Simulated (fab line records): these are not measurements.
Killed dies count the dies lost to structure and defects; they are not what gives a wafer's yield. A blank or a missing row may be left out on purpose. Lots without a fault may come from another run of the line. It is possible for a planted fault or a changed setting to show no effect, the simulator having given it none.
Which tool is to blame? / flow n5_finfet / 10 lots with 29 wafers sampled at 5 steps, on a route of 1938 steps

## WHAT THE GAUGES SHOWED, per wafer
N5_ZERO_LAYER_INSPECT_20: inspects for defects (darkfield).
lot=L225; measured=day 1 13:23; on=defect_inspect-02; raw_defect_count=46 50 37
lot=L229; measured=day 2 13:23; on=defect_inspect-01; raw_defect_count=46 33 46
lot=L231; measured=day 3 01:23; on=defect_inspect-02; raw_defect_count=36 22 28
lot=L233; measured=day 3 13:15; on=defect_inspect-02; raw_defect_count=33 19 32
lot=L234; measured=day 3 20:23; on=defect_inspect-02; raw_defect_count=29 39 24
lot=L235; measured=day 4 01:23; on=defect_inspect-02; raw_defect_count=49 38 28
lot=L238; measured=day 4 19:59; on=defect_inspect-02; raw_defect_count=26 34
lot=L239; measured=day 5 02:05; on=defect_inspect-01; raw_defect_count=27 37 35
lot=L247; measured=day 7 01:25; on=defect_inspect-01; raw_defect_count=20 38 19
lot=L248; measured=day 7 07:23; on=defect_inspect-01; raw_defect_count=55 28 25

N5_WELL_APT_INSPECT_27: inspects for defects (macro).
lot=L225; measured=day 1 15:07; on=defect_inspect-02; raw_defect_count=0 3 3
lot=L229; measured=day 2 15:16; on=defect_inspect-01; raw_defect_count=2 3 5
lot=L231; measured=day 3 02:54; on=defect_inspect-02; raw_defect_count=1 4 3
lot=L233; measured=day 3 15:47; on=defect_inspect-01; raw_defect_count=3 5 0
lot=L234; measured=day 3 21:57; on=defect_inspect-02; raw_defect_count=1 3 2
lot=L235; measured=day 4 02:59; on=defect_inspect-01; raw_defect_count=2 3 2
lot=L238; measured=day 4 21:43; on=defect_inspect-01; raw_defect_count=1 1
lot=L239; measured=day 5 03:42; on=defect_inspect-02; raw_defect_count=5 0 2
lot=L247; measured=day 7 02:54; on=defect_inspect-01; raw_defect_count=1 3 2
lot=L248; measured=day 7 08:52; on=defect_inspect-02; raw_defect_count=3 3 4

N5_BEOL_M4_RC_MEAS_101.
lot=L225; measured=day 8 14:59; on=prober-02; DIBL_N (mV/V)=31.8 33.0 34.4; DIBL_P (mV/V)=34.0 34.7 37.4; IOFF_N (nA/um)=0.12 0.13 0.16; IOFF_P (nA/um)=0.17 0.17 0.20; ION_N (uA/um)=671 659 675; ION_P (uA/um)=462 450 461; SS_N (mV/dec)=71.2 70.6 70.9; SS_P (mV/dec)=72.4 72.4 73.5; VT_N (mV)=252 254 250; VT_P (mV)=-250.3 -253.8 -249.8
lot=L229; measured=day 9 07:25; on=prober-01; DIBL_N (mV/V)=40.0 40.9 35.9; DIBL_P (mV/V)=39.5 41.1 34.9; IOFF_N (nA/um)=0.23 0.25 0.14; IOFF_P (nA/um)=0.28 0.32 0.19; ION_N (uA/um)=695 679 657; ION_P (uA/um)=472 457 451; SS_N (mV/dec)=72.2 72.4 71.0; SS_P (mV/dec)=74.4 74.7 73.1; VT_N (mV)=246 245 251; VT_P (mV)=-246.4 -248.5 -251.8
lot=L231; measured=day 9 09:58; on=prober-02; DIBL_N (mV/V)=37.3 36.1 35.4; DIBL_P (mV/V)=35.9 35.1 33.9; IOFF_N (nA/um)=0.20 0.18 0.17; IOFF_P (nA/um)=0.24 0.24 0.21; ION_N (uA/um)=665 679 689; ION_P (uA/um)=450 467 470; SS_N (mV/dec)=71.8 71.3 71.3; SS_P (mV/dec)=73.2 73.1 73.8; VT_N (mV)=244 249 246; VT_P (mV)=-250.3 -250.9 -248.8
lot=L233; measured=day 10 11:02; on=prober-01; DIBL_N (mV/V)=36.7 34.2 36.2; DIBL_P (mV/V)=35.7 33.3 34.4; IOFF_N (nA/um)=0.15 0.12 0.14; IOFF_P (nA/um)=0.18 0.16 0.17; ION_N (uA/um)=670 660 665; ION_P (uA/um)=459 451 450; SS_N (mV/dec)=70.9 70.6 70.7; SS_P (mV/dec)=73.6 72.8 73.2; VT_N (mV)=249 252 250; VT_P (mV)=-253.0 -255.4 -252.7
lot=L234; measured=day 10 13:35; on=prober-02; DIBL_N (mV/V)=37.6 36.0 33.6; DIBL_P (mV/V)=38.5 36.5 33.9; IOFF_N (nA/um)=0.18 0.15 0.11; IOFF_P (nA/um)=0.23 0.19 0.16; ION_N (uA/um)=675 680 664; ION_P (uA/um)=461 461 451; SS_N (mV/dec)=72.6 71.7 70.6; SS_P (mV/dec)=74.5 73.3 72.6; VT_N (mV)=248 249 255; VT_P (mV)=-248.7 -250.3 -253.8
lot=L235; measured=day 10 13:52; on=prober-01; DIBL_N (mV/V)=34.3 33.8 31.9; DIBL_P (mV/V)=35.4 33.2 32.0; IOFF_N (nA/um)=0.13 0.11 0.10; IOFF_P (nA/um)=0.20 0.16 0.16; ION_N (uA/um)=664 630 658; ION_P (uA/um)=462 439 459; SS_N (mV/dec)=71.3 72.2 71.1; SS_P (mV/dec)=72.5 72.7 72.3; VT_N (mV)=253 259 255; VT_P (mV)=-249.4 -255.7 -251.8
lot=L238; measured=day 11 19:24; on=prober-01; DIBL_N (mV/V)=36.3 37.3; DIBL_P (mV/V)=36.2 38.8; IOFF_N (nA/um)=0.16 0.20; IOFF_P (nA/um)=0.20 0.25; ION_N (uA/um)=663 669; ION_P (uA/um)=448 463; SS_N (mV/dec)=71.8 72.6; SS_P (mV/dec)=73.1 73.4; VT_N (mV)=250 247; VT_P (mV)=-252.3 -246.2
lot=L239; measured=day 11 17:46; on=prober-02; DIBL_N (mV/V)=38.6 36.4 38.8; DIBL_P (mV/V)=38.0 35.2 38.0; IOFF_N (nA/um)=0.19 0.14 0.18; IOFF_P (nA/um)=0.24 0.18 0.23; ION_N (uA/um)=666 649 664; ION_P (uA/um)=449 452 457; SS_N (mV/dec)=72.4 72.4 72.6; SS_P (mV/dec)=73.0 72.6 73.2; VT_N (mV)=248 254 253; VT_P (mV)=-249.1 -252.1 -249.6
lot=L247; measured=day 13 21:25; on=prober-01; DIBL_N (mV/V)=38.1 37.5 37.7; DIBL_P (mV/V)=41.2 39.5 39.4; IOFF_N (nA/um)=0.24 0.21 0.21; IOFF_P (nA/um)=0.30 0.26 0.26; ION_N (uA/um)=691 684 661; ION_P (uA/um)=474 467 449; SS_N (mV/dec)=72.1 71.8 72.3; SS_P (mV/dec)=73.9 74.3 74.0; VT_N (mV)=243 248 247; VT_P (mV)=-243.0 -246.6 -245.4
lot=L248; measured=day 14 20:04; on=prober-01; DIBL_N (mV/V)=38.1 39.1 38.8; DIBL_P (mV/V)=40.2 40.6 41.3; IOFF_N (nA/um)=0.19 0.22 0.21; IOFF_P (nA/um)=0.21 0.23 0.23; ION_N (uA/um)=671 682 675; ION_P (uA/um)=457 457 456; SS_N (mV/dec)=71.6 72.8 72.4; SS_P (mV/dec)=75.2 74.2 74.7; VT_N (mV)=249 246 248; VT_P (mV)=-250.8 -251.5 -248.9

## EACH LOT AND THE TOOL THAT RAN IT (in order: tool; ch and the chambers of the sampled wafers; start)
lot=L225; N5_ZERO_LAYER_ETCH_17=rie_diel-02 ch 0,1, day 1 12:50; N5_PMOS_HMC_CHANNEL_EPI_HM_DEP_34=pecvd-02 ch 0,1,2, day 1 16:52
lot=L229; N5_ZERO_LAYER_ETCH_17=rie_diel-03 ch 1,2,3, day 2 12:51; N5_PMOS_HMC_CHANNEL_EPI_HM_DEP_34=pecvd-04 ch 0,1, day 2 17:32
lot=L231; N5_ZERO_LAYER_ETCH_17=rie_diel-04 ch 0,1,3, day 3 00:50; N5_PMOS_HMC_CHANNEL_EPI_HM_DEP_34=pecvd-02 ch 0,2, day 3 05:11
lot=L233; N5_ZERO_LAYER_ETCH_17=rie_diel-02 ch 0,2,3, day 3 12:43; N5_PMOS_HMC_CHANNEL_EPI_HM_DEP_34=pecvd-02 ch 1,2, day 3 17:39
lot=L234; N5_ZERO_LAYER_ETCH_17=rie_diel-03 ch 0,2, day 3 19:49; N5_PMOS_HMC_CHANNEL_EPI_HM_DEP_34=pecvd-02 ch 0,1, day 3 23:40
lot=L235; N5_ZERO_LAYER_ETCH_17=rie_diel-02 ch 0,1, day 4 00:50; N5_PMOS_HMC_CHANNEL_EPI_HM_DEP_34=pecvd-02 ch 0,1,2, day 4 05:05
lot=L238; N5_ZERO_LAYER_ETCH_17=rie_diel-02 ch 3, day 4 19:27; N5_PMOS_HMC_CHANNEL_EPI_HM_DEP_34=pecvd-04 ch 0,1, day 4 23:26
lot=L239; N5_ZERO_LAYER_ETCH_17=rie_diel-02 ch 0,3, day 5 01:31; N5_PMOS_HMC_CHANNEL_EPI_HM_DEP_34=pecvd-04 ch 0,1, day 5 05:32
lot=L247; N5_ZERO_LAYER_ETCH_17=rie_diel-03 ch 0,1, day 7 00:52; N5_PMOS_HMC_CHANNEL_EPI_HM_DEP_34=pecvd-02 ch 0,1,2, day 7 04:49
lot=L248; N5_ZERO_LAYER_ETCH_17=rie_diel-04 ch 2,3, day 7 06:50; N5_PMOS_HMC_CHANNEL_EPI_HM_DEP_34=pecvd-04 ch 1, day 7 11:04
- N5_ZERO_LAYER_ETCH_17: etches SiO2 in CF4, target depth 12 nm, time 13.3 s.
- N5_PMOS_HMC_CHANNEL_EPI_HM_DEP_34: deposits SiO2 from TEOS/O2, target thk 36 nm, time 6.9 s.

## AS READ BY THE TOOLS THEMSELVES (means over the sampled wafers that have a number; for cases with no such wafer, the mark the record gives instead)
N5_ZERO_LAYER_ETCH_17.
lot=L225; tool=rie_diel-02; chamber_pressure_mTorr (mTorr)=40.02; drypump_motor_current_A (A)=6.0; mfc_ar_sccm (sccm)=100.0; oes_product_au (a.u.)=0.73; rf_vpp_V (V)=954; showerhead_plenum_p_Torr (Torr)=2.23; throttle_valve_pct (%)=16.1
lot=L229; tool=rie_diel-03; chamber_pressure_mTorr (mTorr)=39.98; drypump_motor_current_A (A)=5.9; mfc_ar_sccm (sccm)=99.9; oes_product_au (a.u.)=0.78; rf_vpp_V (V)=951; showerhead_plenum_p_Torr (Torr)=2.18; throttle_valve_pct (%)=15.5
lot=L231; tool=rie_diel-04; chamber_pressure_mTorr (mTorr)=40.00; drypump_motor_current_A (A)=5.8; mfc_ar_sccm (sccm)=100.1; oes_product_au (a.u.)=0.80; rf_vpp_V (V)=944; showerhead_plenum_p_Torr (Torr)=2.07; throttle_valve_pct (%)=15.5
lot=L233; tool=rie_diel-02; chamber_pressure_mTorr (mTorr)=40.00; drypump_motor_current_A (A)=5.7; mfc_ar_sccm (sccm)=100.0; oes_product_au (a.u.)=0.80; rf_vpp_V (V)=950; showerhead_plenum_p_Torr (Torr)=2.19; throttle_valve_pct (%)=15.8
lot=L234; tool=rie_diel-03; chamber_pressure_mTorr (mTorr)=40.04; drypump_motor_current_A (A)=5.4; mfc_ar_sccm (sccm)=100.2; oes_product_au (a.u.)=0.75; rf_vpp_V (V)=949; showerhead_plenum_p_Torr (Torr)=2.13; throttle_valve_pct (%)=15.9
lot=L235; tool=rie_diel-02; chamber_pressure_mTorr (mTorr)=40.00; drypump_motor_current_A (A)=6.3; mfc_ar_sccm (sccm)=99.7; oes_product_au (a.u.)=0.73; rf_vpp_V (V)=954; showerhead_plenum_p_Torr (Torr)=2.22; throttle_valve_pct (%)=15.9
lot=L238; tool=rie_diel-02; chamber_pressure_mTorr (mTorr)=39.98; drypump_motor_current_A (A)=6.6; mfc_ar_sccm (sccm)=100.3; oes_product_au (a.u.)=1.02; rf_vpp_V (V)=946; showerhead_plenum_p_Torr (Torr)=2.11; throttle_valve_pct (%)=15.2
lot=L239; tool=rie_diel-02; chamber_pressure_mTorr (mTorr)=40.00; drypump_motor_current_A (A)=6.0; mfc_ar_sccm (sccm)=100.2; oes_product_au (a.u.)=0.89; rf_vpp_V (V)=951; showerhead_plenum_p_Torr (Torr)=2.19; throttle_valve_pct (%)=15.9
lot=L247; tool=rie_diel-03; chamber_pressure_mTorr (mTorr)=39.99; drypump_motor_current_A (A)=5.9; mfc_ar_sccm (sccm)=99.7; oes_product_au (a.u.)=0.70; rf_vpp_V (V)=951; showerhead_plenum_p_Torr (Torr)=2.18; throttle_valve_pct (%)=15.6
lot=L248; tool=rie_diel-04; chamber_pressure_mTorr (mTorr)=40.00; drypump_motor_current_A (A)=5.9; mfc_ar_sccm (sccm)=100.0; oes_product_au (a.u.)=0.73; rf_vpp_V (V)=948; showerhead_plenum_p_Torr (Torr)=2.13; throttle_valve_pct (%)=15.5

N5_PMOS_HMC_CHANNEL_EPI_HM_DEP_34.
lot=L225; tool=pecvd-02; heater_power_w (W)=503; showerhead_plenum_p_Torr (Torr)=8.332; susceptor_temp_C (C)=400.17; throttle_valve_pct (%)=19.0
lot=L229; tool=pecvd-04; heater_power_w (W)=600; showerhead_plenum_p_Torr (Torr)=8.346; susceptor_temp_C (C)=399.94; throttle_valve_pct (%)=17.7
lot=L231; tool=pecvd-02; heater_power_w (W)=467; showerhead_plenum_p_Torr (Torr)=8.360; susceptor_temp_C (C)=400.33; throttle_valve_pct (%)=19.6
lot=L233; tool=pecvd-02; heater_power_w (W)=585; showerhead_plenum_p_Torr (Torr)=8.309; susceptor_temp_C (C)=399.94; throttle_valve_pct (%)=18.4
lot=L234; tool=pecvd-02; heater_power_w (W)=505; showerhead_plenum_p_Torr (Torr)=8.341; susceptor_temp_C (C)=400.18; throttle_valve_pct (%)=19.5
lot=L235; tool=pecvd-02; heater_power_w (W)=509; showerhead_plenum_p_Torr (Torr)=8.336; susceptor_temp_C (C)=399.82; throttle_valve_pct (%)=18.8
lot=L238; tool=pecvd-04; heater_power_w (W)=572; showerhead_plenum_p_Torr (Torr)=8.338; susceptor_temp_C (C)=399.70; throttle_valve_pct (%)=17.9
lot=L239; tool=pecvd-04; heater_power_w (W)=556; showerhead_plenum_p_Torr (Torr)=8.322; susceptor_temp_C (C)=399.96; throttle_valve_pct (%)=17.8
lot=L247; tool=pecvd-02; heater_power_w (W)=507; showerhead_plenum_p_Torr (Torr)=8.332; susceptor_temp_C (C)=400.04; throttle_valve_pct (%)=19.0
lot=L248; tool=pecvd-04; heater_power_w (W)=501; showerhead_plenum_p_Torr (Torr)=8.295; susceptor_temp_C (C)=399.90; throttle_valve_pct (%)=17.7

## THE ANSWER, worked out from the rows above alone
Rule: usual is defined by the lots themselves. The widest of any qualifying gaps counts: lots, ordered by their means at a reading, are off when they make up no more than a third of the lots, leave a main group of 4 or more, and stand apart from it by 3 or more times the standard deviation of that group's means. A main group whose means are all the same, to the digits that the tables above print for the reading, isn't used. Also off: a lot with no number at a reading for which 4 or more lots have one. Any other lot the step has rows for is counted as sound. First the gauges in route order, then the tools' own readings, where a lot's mean is used as printed above. The first step at which some lot is off is used, and at that step the reading that is off furthest; a lot without a number counts as furthest.
Nothing can be told from this: no lot is off at any reading shown.

## WHAT WAS PUT IN BY THE SIMULATOR
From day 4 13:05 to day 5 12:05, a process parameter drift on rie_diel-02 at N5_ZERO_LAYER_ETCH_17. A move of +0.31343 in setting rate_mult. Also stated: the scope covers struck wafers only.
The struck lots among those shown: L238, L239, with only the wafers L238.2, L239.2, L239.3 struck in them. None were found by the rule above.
